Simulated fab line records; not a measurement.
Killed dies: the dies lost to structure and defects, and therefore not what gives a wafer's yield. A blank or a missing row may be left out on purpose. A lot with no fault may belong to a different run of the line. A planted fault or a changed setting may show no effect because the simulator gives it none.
fab line records | flow n5_finfet
record: lots: 7 wafers: 39
route steps=1938 shown PMOS_HMC_CHANNEL_EPI@57 SD_EPI_N@278 SDB@361 GATE_CUT@490 BEOL_M0@720 BEOL_M6@1212 BEOL_M7@1299
start_h: the number of hours between the record's first day and the start of the first shown wafer of the lot | wait_h: time in hours since the lot's previous step | " the same as in the row above | L1.1+2: one row covering several wafers at once | - value missing, or start not given | * or withheld: withheld | < > ~ a bound
route shown NAME@n: a module of which the file shows steps, and the number in the route of the first | usual: mean/standard deviation of fault-free wafers | same: alike in all rows | chamber/n: place in a boat | sites: per-site readings | _std_site: the values' standard deviation | _edge_site: the outer-site mean with the inner-site mean subtracted | radius_mm: how far each site lies from the wafer's centre | mask NAME#n: copy n | behind: the tool/chamber that last shaped the wafer | hold: why the lot was held/for how many hours/how that ended | device: names the non-switching transistor (n, p or np) | end of line: the tests these same wafers got at the end of their route | a step given without rows: its recipe and nothing more | killed: count of dies lost to structure and defects at first sort (not the wafer's yield) | map: dies across one wafer; x = killed, . = not, _ = none there
set.NAME: the setting that was run; set.NAME@STEP: the one run at that earlier step | model.NAME: the simulator's own value behind a step, which no gauge read
lots run with intentionally changed settings; tables by step, rows by wafer
== steps ==
step: N5_PMOS_HMC_CHANNEL_EPI_HM_DEP_34
recipe: material: SiO2 target_thk_a: 360 temp_c: 400 precursor: TEOS/O2 pressure_torr: 6.5 rf_w: 900 teos_flow_sccm: 161.4 gas: O2 flow_sccm: 2650 time_s: 6.9
columns lot.wafer tool chamber start_h wait_h set.time_s model.SiO2_of_PMOS_HMC_CHANNEL_EPI_HM_DEP_34.thk_nm
L075.1+3 pecvd-02 1,2 22.96 0.0 6.9 35.29
L075.2 " 0 " " 10.01 51.05
L075.4 " 1 " " 6.9 36.4
L075.5 " 2 " " 10.01 51.11
L075.6 " 0 " " 10.01 51.42
L081.1 pecvd-02 0 58.58 0.0 6.9 36.53
L081.5 " 2 " " 6.9 36.96
L081.6 " 1 " " 6.9 36.65
L090.1 pecvd-03 2 113.28 0.0 6.9 35.56
L090.2 " 0 " " 4.194 22.14
L090.3 " 1 " " 4.194 22.37
L090.4 " 0 " " 6.9 35.66
L090.5 " 1 " " 4.194 22.59
L090.6 " 2 " " 6.9 35.95
L092.1 pecvd-03 2 124.75 0.0 10.4 52.68
L092.2 " 0 " " 10.4 52.51
L092.3 " 1 " " 6.9 35.96
L092.4 " 2 " " 6.9 36.3
L092.5 " 1 " " 10.4 53.63
L092.6 " 0 " " 6.9 36.58
L094.1 pecvd-03 1 137.65 0.0 8.52 43.6
L094.2 " 2 " " 8.52 42.96
L094.3 " 0 " " 8.52 43.5
L094.4 " 0 " " 6.9 35.82
L094.5 " 2 " " 6.9 36.06
L094.6 " 1 " " 6.9 35.66
L095.1 pecvd-04 2 143.33 0.0 6.9 35.21
L095.2 " 1 " " 10.74 54.68
L095.3 " 0 " " 10.74 54.8
L095.4 " 1 " " 6.9 36.1
L095.5 " 2 " " 10.74 55.47
L095.6 " 0 " " 6.9 36.5
L096.1 pecvd-04 1 149.73 0.0 5.56 28.78
L096.2 " 0 " " 6.9 35.64
L096.3 " 0 " " 6.9 35.85
L096.4 " 1 " " 5.56 29.19
L096.5 " 1 " " 5.56 28.98
L096.6 " 0 " " 6.9 36.18
step: N5_SD_EPI_N_ETCH_45
recipe: chemistry: CH3F/O2 target: SiOCN target_depth_a: 60 mask_material: SOC ion_energy_ev: 60 bias_w: 29 pressure_mtorr: 15 source_w: 410 Ar_flow_sccm: 150 CH3F_flow_sccm: 30 O2_flow_sccm: 20
columns lot.wafer tool chamber start_h wait_h set.target_depth_a model.etch.depth_nm
L075.1 rie_diel-05 1 54.61 0.1 60 5.921
L075.2 " 3 " " 87.78 8.607
L075.3 " 0 " " 60 5.877
L075.4 " 2 " " 87.78 8.506
L075.5 " 1 " " 60 5.918
L075.6 " 2 " " 87.78 8.523
L081.1 rie_diel-01 1 95.95 0.1 60 5.893
L081.5 " 3 " " 60 5.943
L081.6 " 2 " " 60 6.075
L090.1 rie_diel-01 0 145.80 0.1 60 5.898
L090.2 " 3 " " 87.13 8.65
L090.3 " 1 " " 87.13 8.514
L090.4 " 2 " " 60 6.048
L090.5 " 1 " " 60 5.849
L090.6 " 0 " " 87.13 8.536
L092.1 rie_diel-05 2 156.46 0.1 43.69 4.268
L092.2 " 3 " " 60 5.918
L092.3 " 1 " " 43.69 4.324
L092.4 " 2 " " 60 5.869
L092.5 " 1 " " 60 5.977
L092.6 " 3 " " 43.69 4.271
L094.1 rie_diel-03 3 172.95 0.1 80.91 7.977
L094.2 " 1 " " 80.91 7.945
L094.3 " 2 " " 60 5.781
L094.4 " 0 " " 80.91 8.059
L094.5 " 1 " " 60 5.909
L094.6 " 0 " " 60 5.976
L095.1 rie_diel-01 3 177.87 0.1 60 5.933
L095.2 " 1 " " 60 5.798
L095.3 " 2 " " 60 5.974
L095.4 " 3 " " 60 5.979
L095.5 " 1 " " 60 5.802
L095.6 " 2 " " 60 5.983
L096.1 rie_diel-03 2 183.60 0.1 50.57 4.988
L096.2 " 1 " " 60 5.958
L096.3 " 0 " " 50.57 5.045
L096.4 " 3 " " 60 6.009
L096.5 " 1 " " 60 5.948
L096.6 " 0 " " 50.57 5.024
step: N5_SDB_ETCH_18
recipe: chemistry: N2/H2 target: SOC target_depth_a: 1000 overetch_a: 200 mask_material: SiARC temp_c: 40 time_s: 150 ion_energy_ev: 200 pressure_mtorr: 30 source_w: 840 bias_w: 150 n2_flow_sccm: 200 h2_flow_sccm: 200
columns lot.wafer tool chamber start_h wait_h set.time_s model.etch.depth_nm model.SiARC_of_SDB_COAT_04.thk_nm
L075.1 rie_diel-03 2 70.49 0.0 150 100.3 13
L075.2+3+6 " 1,3,1 " " 150 100.1 12.8
L075.4 " 2 " " 150 99.81 12.8
L075.5 " 3 " " 150 100.3 12.8
L081.1 rie_diel-05 0 111.67 0.0 150 100.2 13
L081.5 " 1 " " 150 100.2 12.8
L081.6 " 0 " " 150 100.3 13
L090.1 rie_diel-03 3 164.05 0.0 150 99.76 12.8
L090.2 " 0 " " 150 99.61 12.8
L090.3 " 1 " " 150 99.83 12.8
L090.4 " 2 " " 150 99.72 12.8
L090.5 " 3 " " 150 100.1 12.6
L090.6 " 2 " " 150 99.93 12.8
L092.1 rie_diel-05 3 172.12 0.0 150 99.87 13
L092.2 " 0 " " 150 99.66 13
L092.3 " 1 " " 150 99.67 12.8
L092.4 " 2 " " 77.26 59.65 15.4
L092.5 " 2 " " 77.26 60.21 15.4
L092.6 " 1 " " 77.26 61.69 15.4
L094.1 rie_diel-01 2 190.43 0.0 150 99.85 12.6
L094.2 " 1 " " 150 99.58 13
L094.3 " 3 " " 106.5 83.77 14.4
L094.4 " 0 " " 106.5 85.13 14.2
L094.5 " 1 " " 150 99.71 13
L094.6 " 2 " " 106.5 86.14 14.2
L095.1 rie_diel-01 0 195.37 0.0 150 100.3 12.8
L095.2 " 1 " " 234.3 100.2 10
L095.3 " 2 " " 150 100.2 12.6
L095.4 " 3 " " 234.3 100.6 9.8
L095.5 " 0 " " 150 100 12.8
L095.6 " 1 " " 234.3 100.3 10
L096.1 rie_diel-03 3 201.36 0.0 150 100.3 12.6
L096.2 " 2 " " 150 100.2 13
L096.3 " 1 " " 150 100.2 12.8
L096.4+6 " 0,2 " " 150 100.1 12.8
L096.5 " 3 " " 150 100.5 12.8
step: N5_GATE_CUT_DESCUM_18
recipe: chemistry: O2 time_s: 7 source_power_w: 50 bias_power_w: 20 pressure_mtorr: 20 rf_frequency_hz: 2.712e+07 temp_c: 40 resist: CAR-EUV o2_flow_sccm: 225
columns lot.wafer tool chamber start_h wait_h set.time_s model.CAR-EUV_of_GATE_CUT_COAT_07.thk_nm model.GATE_CUT.cd_nm
L075.1+3+6 rie_diel-04 0,3,0 88.26 0.0 3.448 27.8 19.6
L075.2 " 1 " " 7 26 20
L075.4+5 " 1,3 " " 7 26 20.2
L081.1 rie_diel-02 2 129.56 0.0 7 26.2 20.2
L081.5+6 " 2,3 " " 7 26 20
L090.1 rie_diel-02 3 182.08 0.0 5.89 26.6 20
L090.2+4 " 0,1 " " 5.89 26.4 19.8
L090.3+6 " 2,1 " " 7 26 20.2
L090.5 " 0 " " 7 26 20
L092.1+3 rie_diel-04 2,3 190.67 0.0 2.994 28 19.6
L092.2+5 " 1 " " 7 26 20
L092.4 " 0 " " 2.994 28 19.4
L092.6 " 0 " " 7 25.8 20.2
L094.1+2+3+5 rie_diel-02 2,1,0,2 207.72 0.0 7 26 20.2
L094.4+6 " 3,1 " " 7 26 20
L095.1+5 rie_diel-06 1,2 212.40 0.1 9.345 25 20.4
L095.2+3 " 3,0 " " 7 26.2 20
L095.4 " 2 " " 7 26 20.2
L095.6 " 3 " " 9.345 25 20
L096.1 rie_diel-04 3 219.51 0.0 3.688 27.6 19.6
L096.2 " 2 " " 7 26 20.2
L096.3+4 " 1,0 " " 3.688 27.6 19.8
L096.5 " 1 " " 7 26 20
L096.6 " 0 " " 7 26 20.4
step: N5_GATE_CUT_ETCH_28
recipe: chemistry: N2/H2 target: underlayer target_depth_a: 130 mask_material: CAR-EUV time_s: 10.4 ion_energy_ev: 200 pressure_mtorr: 30 source_w: 840 bias_w: 150 n2_flow_sccm: 200 h2_flow_sccm: 200 ends: cleared
columns lot.wafer tool chamber start_h wait_h set.time_s@GATE_CUT_DESCUM_18 model.CAR-EUV_of_GATE_CUT_COAT_07.thk_nm
L075.1+6 rie_diel-04 0 88.30 0.0 3.448 16.4
L075.2 " 1 " " 7 14.4
L075.3 " 3 " " 3.448 16.2
L075.4+5 " 1,3 " " 7 14.6
L081.1+5+6 rie_diel-02 2,2,3 129.60 0.0 7 14.6
L090.1 rie_diel-02 3 182.11 0.0 5.89 15
L090.2+4 " 0,1 " " 5.89 15.2
L090.3+5+6 " 2,0,1 " " 7 14.6
L092.1+4 rie_diel-04 2,0 190.70 0.0 2.994 16.6
L092.2+5+6 " 1,1,0 " " 7 14.4
L092.3 " 3 " " 2.994 16.4
L094.1+2+3+4+5+6 rie_diel-02 2,1,0,3,2,1 207.75 0.0 7 14.6
L095.1+6 rie_diel-06 1,3 212.43 0.0 9.345 13.4
L095.2+3 " 3,0 " " 7 14.8
L095.4 " 2 " " 7 14.6
L095.5 " 2 " " 9.345 13.6
L096.1+3+4 rie_diel-04 3,1,0 219.54 0.0 3.688 16.2
L096.2+6 " 2,0 " " 7 14.6
L096.5 " 1 " " 7 14.4
step: N5_BEOL_M0_ETCH_128
recipe: chemistry: CF4/N2 target_depth_a: 120 overetch_a: 51 target: SiCN time_s: 21.4 ion_energy_ev: 150 pressure_mtorr: 40 source_w: 430 bias_w: 70 Ar_flow_sccm: 100 cf4_flow_sccm: 60 n2_flow_sccm: 60
columns lot.wafer tool chamber start_h wait_h set.time_s model.TiN_of_BEOL_M0_SAQP_HM_DEP_02.thk_nm
L075.1+4+6 rie_diel-05 3,1,3 122.96 0.0 21.4 10.8
L075.2 " 2 " " 10.23 11.6
L075.3 " 0 " " 10.23 11.4
L075.5 " 0 " " 10.23 11.2
L081.1 rie_diel-03 3 165.21 0.0 21.4 10.8
L081.5+6 " 2,3 " " 21.4 11
L090.1 rie_diel-03 1 211.90 0.0 21.4 11
L090.2+3+4+5+6 " 0,3,2,1,2 " " 21.4 10.8
L092.1+5 rie_diel-01 2,0 219.96 0.0 21.4 10.8
L092.2+4+6 " 0,1,1 " " 25.27 10.8
L092.3 " 3 " " 21.4 11
L094.1+4 rie_diel-05 3,1 237.61 0.0 21.4 10.8
L094.2 " 0 " " 13.39 11.2
L094.3+5 " 2 " " 13.39 11.4
L094.6 " 1 " " 21.4 11
L095.1+2+3+4+6 rie_diel-05 0,2,3,1,2 241.79 0.2 21.4 10.8
L095.5 " 3 " " 21.4 11
L096.1 rie_diel-05 2 252.15 0.3 21.4 10.8
L096.2+3+4+5+6 " 0,1,3,0,3 " " 21.4 11
step: N5_BEOL_M0_TRENCH_ETCH_107
recipe: chemistry: C4F6/O2 target_depth_a: 328 target: SiOC time_s: 16.4 ion_energy_ev: 250 pressure_mtorr: 30 source_w: 355 bias_w: 185 Ar_flow_sccm: 300 C4F6_flow_sccm: 10 O2_flow_sccm: 10
columns lot.wafer tool chamber start_h wait_h set.time_s@BEOL_M0_ETCH_128 model.TiN_of_BEOL_M0_SAQP_HM_DEP_02.thk_nm
L075.1+6 rie_diel-05 3 123.00 0.0 21.4 9.6
L075.2+3 " 2,0 " " 10.23 10.2
L075.4 " 1 " " 21.4 9.4
L075.5 " 0 " " 10.23 10
L081.1+5+6 rie_diel-03 3,2,3 165.25 0.0 21.4 9.6
L090.1+2+3+4 rie_diel-03 1,0,3,2 211.94 0.0 21.4 9.6
L090.5+6 " 1,2 " " 21.4 9.4
L092.1+3+5 rie_diel-01 2,3,0 220.01 0.0 21.4 9.6
L092.2+6 " 0,1 " " 25.27 9.4
L092.4 " 1 " " 25.27 9.6
L094.1+4+6 rie_diel-05 3,1,1 237.65 0.0 21.4 9.6
L094.2 " 0 " " 13.39 10
L094.3+5 " 2 " " 13.39 10.2
L095.1+2+3+4 rie_diel-05 0,2,3,1 241.83 0.0 21.4 9.4
L095.5+6 " 3,2 " " 21.4 9.6
L096.1+2 rie_diel-05 2,0 252.19 0.0 21.4 9.6
L096.3+4+5+6 " 1,3,0,3 " " 21.4 9.8
step: N5_BEOL_M6_ETCH_62
recipe: chemistry: N2/H2 target: SOC target_depth_a: 1100 overetch_a: 220 mask_material: SiARC temp_c: 40 time_s: 165 ion_energy_ev: 200 pressure_mtorr: 30 source_w: 840 bias_w: 150 n2_flow_sccm: 200 h2_flow_sccm: 200
columns lot.wafer tool chamber start_h wait_h set.time_s model.SiARC_of_BEOL_M6_COAT_60.thk_nm
L075.1 rie_diel-05 1 197.35 0.0 207.9 26.8
L075.2 " 0 " " 165 28.6
L075.3+4 " 3,2 " " 207.9 27
L075.5+6 " 3,0 " " 165 28.8
L081.1 rie_diel-03 1 228.89 0.0 165 28.6
L081.5 " 3 " " 165 28.4
L081.6 " 2 " " 165 28.8
L090.1+3 rie_diel-05 3,2 284.05 0.0 165 28.6
L090.2 " 1 " " 165 28.2
L090.4 " 1 " " 136.9 29.6
L090.5+6 " 2,3 " " 136.9 29.8
L092.1 rie_diel-03 2 294.06 0.0 239.8 25.4
L092.2+3 " 1,0 " " 165 28.4
L092.4 " 3 " " 239.8 25.2
L092.5 " 1 " " 239.8 25.6
L092.6 " 2 " " 165 28.6
L094.1+4+5 rie_diel-05 0,1,0 307.78 0.0 165 28.4
L094.2+3+6 " 2,3,3 " " 165 28.6
L095.1+4+6 rie_diel-01 3,1,1 310.74 0.0 165 28.6
L095.2+3+5 " 2,0,2 " " 165 28.4
L096.1 rie_diel-05 2 317.25 0.0 165 28.8
L096.2 " 3 " " 223 26.6
L096.3 " 0 " " 223 26.2
L096.4+6 " 1,0 " " 165 28.6
L096.5 " 1 " " 223 26.4
step: N5_BEOL_M6_STRIP_68
recipe: chemistry: N2/H2 temp_c: 40 n2_flow_sccm: 200 h2_flow_sccm: 200 rf_frequency_hz: 6e+07
step: N5_BEOL_M6_STRIP_67
recipe: chemistry: CF4 resist: SiARC power_w: 300 bias_power_w: 75 pressure_mtorr: 50 cf4_flow_sccm: 150 rf_frequency_hz: 6e+07
step: N5_BEOL_M6_HM_OPEN_17
recipe: chemistry: Cl2/BCl3 target_depth_a: 200 overetch_a: 60 target: TiN mask_material: SOC ion_energy_ev: 150 pressure_mtorr: 10 icp_w: 1000 bias_w: 126 Cl2_flow_sccm: 53.25 bcl3_flow_sccm: 21.75 Ar_flow_sccm: 25
columns lot.wafer tool chamber start_h wait_h set.time_s@BEOL_M6_ETCH_62 model.etch.depth_nm
L075.1 rie_metal-03 0 197.54 0.0 207.9 16.54
L075.2 " 1 " " 165 20.66
L075.3 " 0 " " 207.9 16.79
L075.4 " 1 " " 207.9 16.67
L075.5 " 0 " " 165 20.75
L075.6 " 1 " " 165 20.6
L081.1 rie_metal-03 0 229.07 0.0 165 19.96
L081.5 " 1 " " 165 19.9
L081.6 " 0 " " 165 20
L090.1 rie_metal-03 1 284.23 0.0 165 20.08
L090.2 " 0 " " 165 20.18
L090.3 " 0 " " 165 20.04
L090.4 " 1 " " 136.9 20.12
L090.5 " 0 " " 136.9 20.05
L090.6 " 1 " " 136.9 20.17
L092.1 rie_metal-03 1 294.24 0.0 239.8 13
L092.2 " 0 " " 165 20.13
L092.3 " 1 " " 165 20.02
L092.4 " 0 " " 239.8 12.99
L092.5 " 1 " " 239.8 13.17
L092.6 " 0 " " 165 20.05
L094.1+6 rie_metal-02 1 307.97 0.0 165 19.79
L094.2 " 0 " " 165 20.03
L094.3 " 0 " " 165 19.97
L094.4 " 1 " " 165 20.05
L094.5 " 0 " " 165 20.12
L095.1 rie_metal-02 1 310.92 0.0 165 20.19
L095.2 " 0 " " 165 19.85
L095.3 " 0 " " 165 20.04
L095.4 " 1 " " 165 20
L095.5 " 1 " " 165 20.03
L095.6 " 0 " " 165 19.99
L096.1 rie_metal-03 1 317.44 0.0 165 19.89
L096.2 " 0 " " 223 14.47
L096.3 " 1 " " 223 14.6
L096.4 " 0 " " 165 20
L096.5 " 1 " " 223 14.3
L096.6 " 0 " " 165 19.88
step: N5_BEOL_M6_STRIP_19
recipe: chemistry: O2 power_w: 400 temp_c: 40 pressure_mtorr: 30 rf_frequency_hz: 6e+07 bias_power_w: 0 overash_fraction: 0.2 o2_flow_sccm: 225
step: N5_BEOL_M6_CD_MEAS_18
recipe: pitch_nm: 80 target_cd_nm: 40
usual: cd_nm: 39.9/0.4
columns lot.wafer tool chamber start_h wait_h set.time_s@BEOL_M6_ETCH_62 cd_nm
L075.1 cd_sem-03 - 197.73 0.1 207.9 40.3
L075.2 " - " " 165 40.3
L075.3 " - " " 207.9 40.7
L075.4 " - " " 207.9 41.0
L075.5 " - " " 165 39.3
L075.6 " - " " 165 40.2
L081.1 cd_sem-03 - 229.25 0.0 165 39.8
L081.5 " - " " 165 39.9
L081.6 " - " " 165 40.1
L090.1 cd_sem-01 - 284.57 0.0 165 39.9
L090.2 " - " " 165 40.0
L090.3 " - " " 165 40.0
L090.4 " - " " 136.9 39.0
L090.5 " - " " 136.9 39.5
L090.6 " - " " 136.9 39.5
L092.1 cd_sem-02 - 294.50 0.1 239.8 41.7
L092.2 " - " " 165 39.7
L092.3 " - " " 165 40.2
L092.4 " - " " 239.8 41.9
L092.5 " - " " 239.8 42.1
L092.6 " - " " 165 39.8
L094.1 cd_sem-02 - 308.36 0.0 165 40.2
L094.2 " - " " 165 40.5
L094.3 " - " " 165 39.9
L094.4 " - " " 165 39.7
L094.5 " - " " 165 39.7
L094.6 " - " " 165 40.2
L095.1 cd_sem-03 - 311.11 0.0 165 39.7
L095.2 " - " " 165 40.0
L095.3 " - " " 165 39.6
L095.4 " - " " 165 40.3
L095.5 " - " " 165 39.4
L095.6 " - " " 165 39.6
L096.1 cd_sem-01 - 317.75 0.0 165 40.7
L096.2 " - " " 223 41.1
L096.3 " - " " 223 41.4
L096.4 " - " " 165 40.2
L096.5 " - " " 223 42.5
L096.6 " - " " 165 40.1
step: N5_BEOL_M7_DESCUM_33
recipe: chemistry: O2 time_s: 7 source_power_w: 50 bias_power_w: 20 pressure_mtorr: 20 rf_frequency_hz: 2.712e+07 temp_c: 40 resist: CAR-EUV o2_flow_sccm: 225
columns lot.wafer tool chamber start_h wait_h set.time_s model.CAR-EUV_of_BEOL_M7_COAT_22.thk_nm
L075.1+2+3+4+5+6 rie_diel-06 2,3,0,1,1,0 205.56 0.0 7 26
L081.1+5+6 rie_diel-02 2,1,0 241.50 0.0 7 26
L090.1+2 rie_diel-02 2,0 292.24 0.0 7 26.2
L090.3+4+5+6 " 1,1,2,0 " " 7 26
L092.1+2 rie_diel-06 1,0 306.44 0.1 7 26.2
L092.3+6 " 3 " " 8.931 25.2
L092.4 " 2 " " 7 26
L092.5 " 0 " " 8.931 25
L095.1 rie_diel-02 2 317.95 0.0 7 26.2
L095.2+6 " 3,0 " " 7 26
L095.3+4+5 " 0,3,2 " " 4.274 27.4
L094.1+2+3 rie_diel-02 3,0,2 319.35 0.0 5.075 27.2
L094.4 " 3 " " 7 26.2
L094.5+6 " 0,2 " " 7 26
L096.1+2+3 rie_diel-02 3,1,0 327.50 0.0 7 26
L096.4 " 2 " " 8.287 25.2
L096.5+6 " 2,1 " " 8.287 25.4
step: N5_BEOL_M7_ETCH_72
recipe: chemistry: N2/H2 target: underlayer target_depth_a: 65 mask_material: CAR-EUV time_s: 5.2 ion_energy_ev: 200 pressure_mtorr: 30 source_w: 840 bias_w: 150 n2_flow_sccm: 200 h2_flow_sccm: 200 ends: cleared
columns lot.wafer tool chamber start_h wait_h set.time_s@BEOL_M7_DESCUM_33 model.CAR-EUV_of_BEOL_M7_COAT_22.thk_nm
L075.1+2+3+4+6 rie_diel-06 2,3,0,1,0 205.59 0.0 7 20.4
L075.5 " 1 " " 7 20.2
L081.1+5+6 rie_diel-02 2,1,0 241.53 0.0 7 20.2
L090.1+2+5 rie_diel-02 2,0,2 292.28 0.0 7 20.4
L090.3+4+6 " 1,1,0 " " 7 20.2
L092.1+2+4 rie_diel-06 1,0,2 306.48 0.0 7 20.4
L092.3+6 " 3 " " 8.931 19.6
L092.5 " 0 " " 8.931 19.4
L095.1+2+6 rie_diel-02 2,3,0 317.98 0.0 7 20.4
L095.3+4 " 0,3 " " 4.274 21.6
L095.5 " 2 " " 4.274 21.8
L094.1+2+3 rie_diel-02 3,0,2 319.39 0.0 5.075 21.4
L094.4+5+6 " 3,0,2 " " 7 20.4
L096.1+2+3 rie_diel-02 3,1,0 327.54 0.0 7 20.2
L096.4+5+6 " 2,2,1 " " 8.287 19.6
step: N5_BEOL_M7_ETCH_65
recipe: chemistry: CF4 target: SiARC target_depth_a: 156 mask_material: CAR-EUV time_s: 26 ion_energy_ev: 80 pressure_mtorr: 40 source_w: 545 bias_w: 36 Ar_flow_sccm: 100 cf4_flow_sccm: 100 ends: cleared
columns lot.wafer tool chamber start_h wait_h set.time_s@BEOL_M7_DESCUM_33 model.CAR-EUV_of_BEOL_M7_COAT_22.thk_nm
L075.1+2+3+4+5+6 rie_diel-06 2,3,0,1,1,0 205.61 0.0 7 11.2
L081.1+5+6 rie_diel-02 2,1,0 241.55 0.0 7 11
L090.1+2 rie_diel-02 2,0 292.29 0.0 7 11.2
L090.3+4+5+6 " 1,1,2,0 " " 7 11
L092.1+2 rie_diel-06 1,0 306.49 0.0 7 11.2
L092.3+5 " 3,0 " " 8.931 10.2
L092.4 " 2 " " 7 11
L092.6 " 3 " " 8.931 10.4
L095.1+6 rie_diel-02 2,0 318.00 0.0 7 11.2
L095.2 " 3 " " 7 11
L095.3+4 " 0,3 " " 4.274 12.4
L095.5 " 2 " " 4.274 12.6
L094.1+2+3 rie_diel-02 3,0,2 319.41 0.0 5.075 12.2
L094.4+5 " 3,0 " " 7 11.2
L094.6 " 2 " " 7 11
L096.1+2+3 rie_diel-02 3,1,0 327.55 0.0 7 11
L096.4+5+6 " 2,2,1 " " 8.287 10.4
== key ==
split: step: N5_PMOS_HMC_CHANNEL_EPI_HM_DEP_34 setting: time_s stated: 6.9 by: wafer
response: step: N5_PMOS_HMC_CHANNEL_EPI_HM_DEP_34 reading: model.SiO2_of_PMOS_HMC_CHANNEL_EPI_HM_DEP_34.thk_nm change: +0.338 per: 1% r: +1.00
split: step: N5_SD_EPI_N_ETCH_45 setting: target_depth_a stated: 60 by: wafer
response: step: N5_SD_EPI_N_ETCH_45 reading: model.etch.depth_nm change: +0.0586 per: 1% r: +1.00
split: step: N5_SDB_ETCH_18 setting: time_s stated: 150 by: wafer
response: step: N5_SDB_ETCH_18 reading: model.etch.depth_nm shape: bent at_lowest: 60.51 at_stated: 100 at_highest: 100.4
response: step: N5_SDB_ETCH_18 reading: model.SiARC_of_SDB_COAT_04.thk_nm change: -0.05 per: 1% r: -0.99
split: step: N5_GATE_CUT_DESCUM_18 setting: time_s stated: 7 by: wafer
response: step: N5_GATE_CUT_DESCUM_18 reading: model.CAR-EUV_of_GATE_CUT_COAT_07.thk_nm change: -0.0349 per: 1% r: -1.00
response: step: N5_GATE_CUT_DESCUM_18 reading: model.GATE_CUT.cd_nm change: +0.00957 per: 1% r: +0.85
response: step: N5_GATE_CUT_ETCH_28 reading: model.CAR-EUV_of_GATE_CUT_COAT_07.thk_nm change: -0.0363 per: 1% r: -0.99
split: step: N5_BEOL_M0_ETCH_128 setting: time_s stated: 21.4 by: wafer
response: step: N5_BEOL_M0_ETCH_128 reading: model.TiN_of_BEOL_M0_SAQP_HM_DEP_02.thk_nm change: -0.0112 per: 1% r: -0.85
response: step: N5_BEOL_M0_TRENCH_ETCH_107 reading: model.TiN_of_BEOL_M0_SAQP_HM_DEP_02.thk_nm change: -0.0121 per: 1% r: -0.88
split: step: N5_BEOL_M6_ETCH_62 setting: time_s stated: 165 by: wafer
response: step: N5_BEOL_M6_ETCH_62 reading: model.SiARC_of_BEOL_M6_COAT_60.thk_nm change: -0.0674 per: 1% r: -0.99
response: step: N5_BEOL_M6_HM_OPEN_17 reading: model.etch.depth_nm change: -0.144 per: 1% r: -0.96
response: step: N5_BEOL_M6_CD_MEAS_18 reading: cd_nm change: +0.0393 per: 1% r: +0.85
split: step: N5_BEOL_M7_DESCUM_33 setting: time_s stated: 7 by: wafer
response: step: N5_BEOL_M7_DESCUM_33 reading: model.CAR-EUV_of_BEOL_M7_COAT_22.thk_nm change: -0.0365 per: 1% r: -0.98
response: step: N5_BEOL_M7_ETCH_72 reading: model.CAR-EUV_of_BEOL_M7_COAT_22.thk_nm change: -0.0331 per: 1% r: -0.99
response: step: N5_BEOL_M7_ETCH_65 reading: model.CAR-EUV_of_BEOL_M7_COAT_22.thk_nm change: -0.0345 per: 1% r: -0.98
